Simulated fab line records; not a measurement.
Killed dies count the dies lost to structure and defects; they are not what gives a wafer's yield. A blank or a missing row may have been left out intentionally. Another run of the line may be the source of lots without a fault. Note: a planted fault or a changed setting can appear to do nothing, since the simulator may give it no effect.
Matching of chambers | flow n5-finfet | N5_FIN_SAQP_HM_OPEN_73 on rie-diel-02 has 4 sister chambers
The step chemistry CHF3/O2, target SiO2, stops on a-Si, target depth 12 nm, time 16.8 s. 8 wafers are shown with their chamber, then 8 later ones without.

## WAFERS WITH THEIR CHAMBER
wafer  | chamber | drypump-motor-current-A (A) | throttle-valve-pct (%)
L080.1 | 1       | 6.3                         | 18.65
L080.2 | 0       | 6.5                         | 18.73
L081.5 | 3       | 5.9                         | 19.06
L081.6 | 2       | 5.1                         | 19.29
L083.3 | 2       | 5.1                         | 19.28
L083.4 | 0       | 6.5                         | 18.75
L083.5 | 3       | 5.9                         | 19.07
L088.1 | 1       | 6.2                         | 18.68

## WAFERS WITH NO CHAMBER GIVEN
wafer  | drypump-motor-current-A (A) | throttle-valve-pct (%)
L088.3 | 5.1                         | 19.31
L088.5 | 6.6                         | 18.77
L090.2 | 5.9                         | 19.09
L090.5 | 6.3                         | 18.67
L090.6 | 6.5                         | 18.75
L095.2 | 5.9                         | 19.10
L095.3 | 6.3                         | 18.71
L095.5 | 5.1                         | 19.36

## CHAMBER TAKEN BY EACH
wafer  | from the rows above | in truth
L088.3 | 2                   | 2
L088.5 | 0                   | 0
L090.2 | 3                   | 3
L090.5 | 1                   | 1
L090.6 | 0                   | 0
L095.2 | 3                   | 3
L095.3 | 1                   | 1
L095.5 | 2                   | 2
Correct placement for 8 of the 8. Number that these rows cannot place: 0. Placed wrongly: 0.
How it was worked out, from the rows above alone: a wafer's distance from a chamber is the root of the sum, over the readings, of the square of ((its reading less the chamber's mean) divided by the reading's scatter). The wafer belongs to the nearest chamber; if the next one is less than 2 further off, it can't be placed. Each chamber's mean is taken over the wafers shown for it. The scatter: take each reading less its chamber's mean, square it, sum over the shown wafers, divide by the number of wafers less the number of chambers, and take the root.
